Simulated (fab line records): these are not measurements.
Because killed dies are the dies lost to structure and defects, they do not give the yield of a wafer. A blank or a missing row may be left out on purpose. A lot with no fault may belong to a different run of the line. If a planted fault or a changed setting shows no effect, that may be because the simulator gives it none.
Matching of chambers -- flow nand_harc -- NHARC_P_BONDPAD_DEP_00 on pecvd-04 has 3 sister chambers
The step deposits SiCN, target thk 250 nm. 3 wafers are shown with their chamber, then 7 later ones without.

== EACH WAFER AND ITS CHAMBER ==
wafer,chamber,heater_power_w (W)
L078.3,2,605
L078.6,0,527
L084.4,1,452

== WAFERS WITHOUT THEIR CHAMBER ==
wafer,heater_power_w (W)
L084.5,534
L092.1,515
L092.2,511
L092.6,519
L095.2,531
L095.4,447
L095.5,530

== CHAMBER TAKEN BY EACH ==
wafer,from the rows above,in truth
L084.5,0,0
L092.1,0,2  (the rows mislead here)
L092.2,0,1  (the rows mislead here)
L092.6,0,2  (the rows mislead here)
L095.2,0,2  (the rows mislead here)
L095.4,1,1
L095.5,0,0
Correctly placed: 3 of 7. Can't be placed from these rows: 0. Placed wrongly: 4.
How it was worked out, from the rows above alone: a wafer's distance from a chamber is the root of the sum, over the readings, of the square of ((its reading less the chamber's mean) divided by the reading's scatter). The wafer belongs to the nearest chamber; if the next one is less than 2 further off, it can't be placed. Each chamber's mean is taken over the wafers shown for it. The scatter: root of mean squared gap, hidden wafer to nearest shown wafer, with one shown wafer a chamber.
